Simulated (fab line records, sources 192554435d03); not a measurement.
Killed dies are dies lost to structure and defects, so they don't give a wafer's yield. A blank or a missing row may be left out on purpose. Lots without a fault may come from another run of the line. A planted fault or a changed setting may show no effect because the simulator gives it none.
Which tool did it? | flow n5_finfet | 20 lots, 60 wafers sampled, at 6 steps of a route of 1938

WHAT THE GAUGES READ, wafer by wafer
N5_FIN_CUT_CD_MEAS_08: target cd 29.1 nm.
lot  | measured    | on        | cd_nm (nm)
L074 | day 2 01:50 | cd_sem-02 | 29.13 29.36 28.63
L075 | day 2 09:28 | cd_sem-01 | 29.31 29.10 28.88
L076 | day 2 15:12 | cd_sem-02 | 29.12 29.00 29.18
L077 | day 2 20:22 | cd_sem-02 | 28.92 29.09 29.32
L078 | day 3 02:34 | cd_sem-01 | 28.86 28.94 28.64
L079 | day 3 08:43 | cd_sem-01 | 28.77 28.94 28.90
L081 | day 3 22:20 | cd_sem-01 | 28.95 29.22 28.50
L082 | day 4 02:11 | cd_sem-02 | 29.23 29.40 28.99
L083 | day 4 08:10 | cd_sem-01 | 28.86 29.25 29.54
L084 | day 4 14:50 | cd_sem-01 | 28.97 28.91 29.00
L085 | day 4 22:59 | cd_sem-02 | 28.95 28.98 28.88
L087 | day 5 07:40 | cd_sem-01 | 28.93 28.81 28.66
L088 | day 5 13:53 | cd_sem-02 | 29.32 29.17 29.40
L089 | day 5 20:49 | cd_sem-03 | 28.84 28.92 29.16
L090 | day 6 02:29 | cd_sem-03 | 28.99 28.83 29.01
L091 | day 6 09:04 | cd_sem-01 | 29.03 29.13 29.26
L092 | day 6 15:07 | cd_sem-01 | 29.07 28.76 28.82
L095 | day 7 08:53 | cd_sem-01 | 28.61 28.84 29.17
L096 | day 7 15:03 | cd_sem-01 | 28.96 28.98 29.39
L097 | day 7 21:05 | cd_sem-03 | 29.56 29.53 29.02

N5_SD_EPI_P_INSPECT_26: inspects for defects (darkfield).
lot  | measured    | on                | raw_defect_count
L074 | day 3 08:43 | defect_inspect-01 | 173 147 135
L075 | day 3 14:33 | defect_inspect-01 | 122 163 142
L076 | day 3 21:33 | defect_inspect-02 | 116 120 105
L077 | day 4 02:22 | defect_inspect-01 | 175 112 128
L078 | day 4 11:28 | defect_inspect-02 | 201 175 210
L079 | day 4 17:05 | defect_inspect-02 | 215 219 167
L081 | day 5 04:48 | defect_inspect-02 | 205 161 181
L082 | day 5 07:47 | defect_inspect-01 | 274 226 241
L083 | day 5 13:41 | defect_inspect-01 | 172 236 207
L084 | day 5 23:55 | defect_inspect-01 | 117 152 103
L085 | day 6 06:13 | defect_inspect-01 | 191 256 261
L087 | day 6 14:10 | defect_inspect-02 | 126 147 185
L088 | day 6 19:05 | defect_inspect-02 | 218 187 247
L089 | day 7 02:22 | defect_inspect-01 | 216 214 176
L090 | day 7 11:06 | defect_inspect-02 | 192 163 165
L091 | day 7 16:04 | defect_inspect-02 | 183 138 184
L092 | day 7 22:09 | defect_inspect-01 | 207 256 253
L095 | day 8 17:44 | defect_inspect-02 | 251 205 171
L096 | day 8 21:20 | defect_inspect-01 | 129 182 143
L097 | day 9 04:24 | defect_inspect-01 | 171 221 175

WHICH TOOL RAN EACH LOT (tool, then ch and the chambers of the sampled wafers, then the start)
lot  | N5_FIN_CUT_ETCH_30                | N5_FIN_CUT_CUT_ETCH_15          | N5_FIN_CUT_CUT_ETCH_28          | N5_FIN_CUT_STRIP_22
L074 | rie_diel-02 ch 1,2, day 2 01:59   | rie_si-05 ch 1,2, day 2 02:35   | rie_si-05 ch 1,2, day 2 02:38   | rie_diel-06 ch 0,1,3, day 2 02:43
L075 | rie_diel-05 ch 0,2,3, day 2 09:37 | rie_si-05 ch 0,1,2, day 2 10:13 | rie_si-05 ch 0,1,2, day 2 10:16 | rie_diel-06 ch 1,2,3, day 2 10:20
L076 | rie_diel-05 ch 0,2, day 2 15:21   | rie_si-02 ch 0,2,3, day 2 15:57 | rie_si-02 ch 0,2,3, day 2 16:00 | rie_diel-06 ch 0,2, day 2 16:04
L077 | rie_diel-05 ch 1,2, day 2 20:32   | rie_si-04 ch 1,2, day 2 21:08   | rie_si-04 ch 1,2, day 2 21:11   | rie_diel-06 ch 0,2, day 2 21:15
L078 | rie_diel-02 ch 0,2,3, day 3 02:43 | rie_si-05 ch 1,2,3, day 3 03:19 | rie_si-05 ch 1,2,3, day 3 03:22 | rie_diel-02 ch 0,3, day 3 03:26
L079 | rie_diel-06 ch 0,1,2, day 3 08:52 | rie_si-04 ch 0,2,3, day 3 09:28 | rie_si-04 ch 0,2,3, day 3 09:31 | rie_diel-02 ch 1,2, day 3 09:35
L081 | rie_diel-02 ch 0,3, day 3 22:29   | rie_si-04 ch 0,1,2, day 3 23:05 | rie_si-04 ch 0,1,2, day 3 23:08 | rie_diel-02 ch 1,2, day 3 23:12
L082 | rie_diel-05 ch 0,2,3, day 4 02:21 | rie_si-02 ch 1,3, day 4 02:56   | rie_si-02 ch 1,3, day 4 03:00   | rie_diel-05 ch 0,1,3, day 4 03:04
L083 | rie_diel-06 ch 0,1,2, day 4 08:20 | rie_si-02 ch 1,3, day 4 08:56   | rie_si-02 ch 1,3, day 4 08:59   | rie_diel-05 ch 0,1, day 4 09:03
L084 | rie_diel-06 ch 2,3, day 4 15:00   | rie_si-04 ch 0,2,3, day 4 15:46 | rie_si-04 ch 0,2,3, day 4 15:49 | rie_diel-05 ch 0,1,2, day 4 15:53
L085 | rie_diel-06 ch 0,2,3, day 4 23:14 | rie_si-02 ch 0,3, day 4 23:50   | rie_si-02 ch 0,3, day 4 23:53   | rie_diel-05 ch 0,2,3, day 4 23:58
L087 | rie_diel-06 ch 0,1,3, day 5 07:50 | rie_si-02 ch 2,3, day 5 08:26   | rie_si-02 ch 2,3, day 5 08:29   | rie_diel-02 ch 1,2, day 5 08:34
L088 | rie_diel-06 ch 0,2,3, day 5 14:04 | rie_si-05 ch 1,2, day 5 14:40   | rie_si-05 ch 1,2, day 5 14:43   | rie_diel-02 ch 0,3, day 5 14:47
L089 | rie_diel-02 ch 0,2,3, day 5 20:58 | rie_si-05 ch 1,2,3, day 5 21:34 | rie_si-05 ch 1,2,3, day 5 21:37 | rie_diel-02 ch 1,2,3, day 5 21:41
L090 | rie_diel-02 ch 1,2, day 6 02:38   | rie_si-05 ch 1,2, day 6 03:14   | rie_si-05 ch 1,2, day 6 03:17   | rie_diel-02 ch 1,2,3, day 6 03:21
L091 | rie_diel-06 ch 1,3, day 6 09:14   | rie_si-02 ch 1,2,3, day 6 09:58 | rie_si-02 ch 1,2,3, day 6 10:01 | rie_diel-06 ch 1,2,3, day 6 10:05
L092 | rie_diel-05 ch 1,3, day 6 15:44   | rie_si-04 ch 0,2,3, day 6 16:20 | rie_si-04 ch 0,2,3, day 6 16:23 | rie_diel-02 ch 0,1, day 6 16:27
L095 | rie_diel-05 ch 0,1, day 7 09:02   | rie_si-02 ch 0,1, day 7 09:38   | rie_si-02 ch 0,1, day 7 09:41   | rie_diel-05 ch 1,2,3, day 7 09:47
L096 | rie_diel-02 ch 0,1,2, day 7 15:20 | rie_si-04 ch 2,3, day 7 15:56   | rie_si-04 ch 2,3, day 7 15:59   | rie_diel-02 ch 1,2, day 7 16:05
L097 | rie_diel-06 ch 0,1,2, day 7 21:14 | rie_si-05 ch 1,2,3, day 7 21:52 | rie_si-05 ch 1,2,3, day 7 21:55 | rie_diel-06 ch 0,1,2, day 7 21:58
- N5_FIN_CUT_ETCH_30: etches underlayer in N2/H2, target depth 13 nm, time 10.4 s.
- N5_FIN_CUT_CUT_ETCH_15: etches Si in HBr/Cl2/O2, target depth 100 nm, bt time 10 s, time 42.4 s.
- N5_FIN_CUT_CUT_ETCH_28: etches Si in HBr/Cl2/O2, target depth 6 nm, time 2.4 s.
- N5_FIN_CUT_STRIP_22: strips in N2/H2.

WHAT THE TOOLS THEMSELVES READ (means of the sampled wafers that have a number; where no wafer has one, the mark that the record gives instead)
N5_FIN_CUT_ETCH_30.
lot  | tool        | bias_w (W) | drypump_motor_current_A (A) | etch_rf_on_time_s (s) | n2_flow_sccm (sccm) | oes_product_au (a.u.) | rf_fwd_power_W (W) | rf_vpp_V (V) | showerhead_plenum_p_Torr (Torr) | throttle_valve_pct (%)
L074 | rie_diel-02 | 149.5      | 5.5                         | 10.8                  | 199.8               | 0.66                  | 818.4              | 526.6        | 2.65                            | 17.76
L075 | rie_diel-05 | 149.9      | 5.6                         | 10.3                  | 200.6               | 0.67                  | 819.5              | 523.8        | 2.53                            | 17.86
L076 | rie_diel-05 | 150.3      | 5.4                         | 10.5                  | 199.9               | 0.66                  | 821.2              | 523.2        | 2.52                            | 17.91
L077 | rie_diel-05 | 149.8      | 5.8                         | 10.3                  | 199.6               | 0.65                  | 818.2              | 526.3        | 2.67                            | 18.04
L078 | rie_diel-02 | 149.5      | 5.2                         | 10.6                  | 199.3               | 0.66                  | 820.8              | 522.1        | 2.51                            | 18.17
L079 | rie_diel-06 | 150.2      | 5.6                         | 10.5                  | 200.3               | 0.69                  | 819.5              | 524.3        | 2.59                            | 17.73
L081 | rie_diel-02 | 149.8      | 5.4                         | 10.5                  | 200.5               | 0.69                  | 820.8              | 520.6        | 2.47                            | 18.37
L082 | rie_diel-05 | 149.8      | 5.6                         | 10.3                  | 200.4               | 0.67                  | 818.6              | 523.1        | 2.53                            | 17.87
L083 | rie_diel-06 | 149.5      | 5.6                         | 10.4                  | 200.1               | 0.68                  | 818.7              | 525.3        | 2.59                            | 17.71
L084 | rie_diel-06 | 150.4      | 5.9                         | 10.0                  | 200.3               | 0.61                  | 819.7              | 524.6        | 2.58                            | 18.00
L085 | rie_diel-06 | 150.1      | 5.8                         | 10.2                  | 200.3               | 0.65                  | 819.9              | 524.9        | 2.57                            | 17.99
L087 | rie_diel-06 | 149.9      | 5.8                         | 10.3                  | 200.3               | 0.67                  | 821.3              | 524.8        | 2.62                            | 17.87
L088 | rie_diel-06 | 149.8      | 5.8                         | 10.3                  | 200.0               | 0.63                  | 819.7              | 523.9        | 2.56                            | 18.00
L089 | rie_diel-02 | 150.2      | 5.2                         | 10.7                  | 200.0               | 0.64                  | 819.4              | 522.9        | 2.51                            | 18.20
L090 | rie_diel-02 | 149.9      | 5.9                         | 10.9                  | 199.7               | 0.67                  | 817.1              | 527.2        | 2.66                            | 17.70
L091 | rie_diel-06 | 150.1      | 5.9                         | 10.0                  | 200.1               | 0.64                  | 818.7              | 526.3        | 2.62                            | 17.88
L092 | rie_diel-05 | 149.9      | 5.6                         | 10.5                  | 200.1               | 0.63                  | 816.7              | 525.3        | 2.58                            | 17.98
L095 | rie_diel-05 | 149.8      | 5.4                         | 10.7                  | 199.9               | 0.61                  | 817.1              | 523.9        | 2.58                            | 18.03
L096 | rie_diel-02 | 150.3      | 5.4                         | 10.7                  | 199.7               | 0.63                  | 822.5              | 525.0        | 2.56                            | 17.94
L097 | rie_diel-06 | 150.3      | 5.6                         | 10.6                  | 199.6               | 0.66                  | 817.7              | 525.2        | 2.58                            | 17.77

N5_FIN_CUT_CUT_ETCH_15.
lot  | tool      | drypump_motor_current_A (A) | he_backside_leak_sccm (sccm) | oes_product_au (a.u.) | throttle_valve_pct (%)
L074 | rie_si-05 | 5.5                         | 2.6                          | 0.983                 | 37.6
L075 | rie_si-05 | 5.2                         | 2.7                          | 0.977                 | 37.4
L076 | rie_si-02 | 6.3                         | 3.0                          | 1.003                 | 37.2
L077 | rie_si-04 | 5.7                         | 2.8                          | 1.015                 | 37.2
L078 | rie_si-05 | 5.4                         | 2.7                          | 0.988                 | 37.4
L079 | rie_si-04 | 5.9                         | 2.7                          | 1.003                 | 37.2
L081 | rie_si-04 | 5.9                         | 2.8                          | 1.000                 | 37.2
L082 | rie_si-02 | 6.3                         | 2.9                          | 0.996                 | 37.3
L083 | rie_si-02 | 6.3                         | 3.0                          | 0.991                 | 37.3
L084 | rie_si-04 | 5.8                         | 2.6                          | 0.999                 | 37.2
L085 | rie_si-02 | 6.2                         | 3.2                          | 0.995                 | 37.0
L087 | rie_si-02 | 6.5                         | 3.0                          | 1.004                 | 36.8
L088 | rie_si-05 | 5.5                         | 2.6                          | 0.983                 | 37.6
L089 | rie_si-05 | 5.4                         | 2.6                          | 0.990                 | 37.5
L090 | rie_si-05 | 5.5                         | 2.6                          | 0.977                 | 37.6
L091 | rie_si-02 | 6.3                         | 2.8                          | 1.002                 | 37.1
L092 | rie_si-04 | 5.9                         | 2.7                          | 1.002                 | 37.2
L095 | rie_si-02 | 6.1                         | 2.7                          | 1.000                 | 37.6
L096 | rie_si-04 | 6.0                         | 2.8                          | 1.015                 | 37.3
L097 | rie_si-05 | 5.4                         | 2.7                          | 0.991                 | 37.5

N5_FIN_CUT_CUT_ETCH_28.
lot  | tool      | drypump_motor_current_A (A) | he_backside_leak_sccm (sccm) | oes_product_au (a.u.) | throttle_valve_pct (%)
L074 | rie_si-05 | 5.5                         | 2.5                          | 0.979                 | 37.6
L075 | rie_si-05 | 5.2                         | 2.6                          | 0.979                 | 37.4
L076 | rie_si-02 | 6.3                         | 3.1                          | 1.004                 | 37.2
L077 | rie_si-04 | 5.7                         | 2.9                          | 1.012                 | 37.2
L078 | rie_si-05 | 5.4                         | 2.7                          | 0.984                 | 37.5
L079 | rie_si-04 | 5.9                         | 2.6                          | 1.000                 | 37.2
L081 | rie_si-04 | 5.9                         | 2.8                          | 0.997                 | 37.2
L082 | rie_si-02 | 6.3                         | 2.9                          | 0.996                 | 37.3
L083 | rie_si-02 | 6.3                         | 2.9                          | 0.998                 | 37.4
L084 | rie_si-04 | 5.8                         | 2.6                          | 1.000                 | 37.2
L085 | rie_si-02 | 6.2                         | 3.2                          | 0.994                 | 37.0
L087 | rie_si-02 | 6.5                         | 2.9                          | 0.999                 | 36.8
L088 | rie_si-05 | 5.5                         | 2.5                          | 0.979                 | 37.6
L089 | rie_si-05 | 5.4                         | 2.7                          | 0.989                 | 37.5
L090 | rie_si-05 | 5.5                         | 2.5                          | 0.976                 | 37.6
L091 | rie_si-02 | 6.3                         | 2.8                          | 1.004                 | 37.1
L092 | rie_si-04 | 5.8                         | 2.6                          | 0.998                 | 37.2
L095 | rie_si-02 | 6.1                         | 2.5                          | 1.003                 | 37.5
L096 | rie_si-04 | 6.0                         | 2.6                          | 1.011                 | 37.3
L097 | rie_si-05 | 5.4                         | 2.7                          | 0.992                 | 37.5

N5_FIN_CUT_STRIP_22.
lot  | tool        | drypump_motor_current_A (A) | n2_flow_sccm (sccm) | oes_product_au (a.u.) | rf_vpp_V (V) | showerhead_plenum_p_Torr (Torr) | throttle_valve_pct (%)
L074 | rie_diel-06 | 5.8                         | 299.8               | 0.79                  | 54.8         | 3.46                            | 18.8
L075 | rie_diel-06 | 5.7                         | 298.8               | 0.76                  | 52.4         | 3.43                            | 18.7
L076 | rie_diel-06 | 5.7                         | 299.9               | 0.78                  | 52.8         | 3.36                            | 19.1
L077 | rie_diel-06 | 5.8                         | 299.7               | 0.79                  | 53.4         | 3.38                            | 19.1
L078 | rie_diel-02 | 5.1                         | 299.8               | 0.78                  | 55.6         | 3.22                            | 19.7
L079 | rie_diel-02 | 6.0                         | 299.2               | 0.83                  | 54.6         | 3.52                            | 18.7
L081 | rie_diel-02 | 5.5                         | 299.7               | 0.79                  | 52.9         | 3.49                            | 18.8
L082 | rie_diel-05 | 5.5                         | 299.7               | 0.75                  | 54.7         | 3.32                            | 19.0
L083 | rie_diel-05 | 5.4                         | 301.0               | 0.73                  | 54.3         | 3.41                            | 19.1
L084 | rie_diel-05 | 5.6                         | 300.0               | 0.76                  | 53.9         | 3.43                            | 19.3
L085 | rie_diel-05 | 5.6                         | 300.4               | 0.76                  | 52.0         | 3.34                            | 19.1
L087 | rie_diel-02 | 5.5                         | 299.2               | 0.77                  | 55.2         | 3.49                            | 18.9
L088 | rie_diel-02 | 5.1                         | 299.3               | 0.77                  | 55.0         | 3.22                            | 19.7
L089 | rie_diel-02 | 5.7                         | 300.3               | 0.83                  | 55.7         | 3.44                            | 19.2
L090 | rie_diel-02 | 5.7                         | 300.2               | 0.81                  | 56.0         | 3.44                            | 19.3
L091 | rie_diel-06 | 5.7                         | 300.2               | 0.75                  | 55.8         | 3.42                            | 18.7
L092 | rie_diel-02 | 5.9                         | 300.4               | 0.80                  | 57.3         | 3.41                            | 18.8
L095 | rie_diel-05 | 5.8                         | 299.5               | 0.75                  | 53.0         | 3.42                            | 19.2
L096 | rie_diel-02 | 5.9                         | 299.7               | 0.79                  | 52.9         | 3.51                            | 18.7
L097 | rie_diel-06 | 5.6                         | 299.7               | 0.78                  | 53.7         | 3.41                            | 18.8

THE ANSWER, worked out from the rows above alone
Rule: what is usual is taken from the lots themselves. Put in order of their means at a reading, lots are off if they are a third of the lots or fewer, leave a main group of 4 or more, and stand apart from it by a gap of 3 or more times the standard deviation of the main group's means; of several such gaps the widest counts. A main group whose means are all the same, to the digits that the tables above print for the reading, isn't used. A lot without any number at a reading at which 4 lots or more have one is off too. The other lots that the step has rows for count as sound. The gauges are gone through in route order, then the tools' own readings, and for those a lot's mean is taken as printed above. The first step at which some lot is off is used, and at that step the reading that is off furthest; a lot without a number counts as furthest.
No lot is off at any reading shown: from this, nothing can be told.

WHAT THE SIMULATOR HAD PUT IN
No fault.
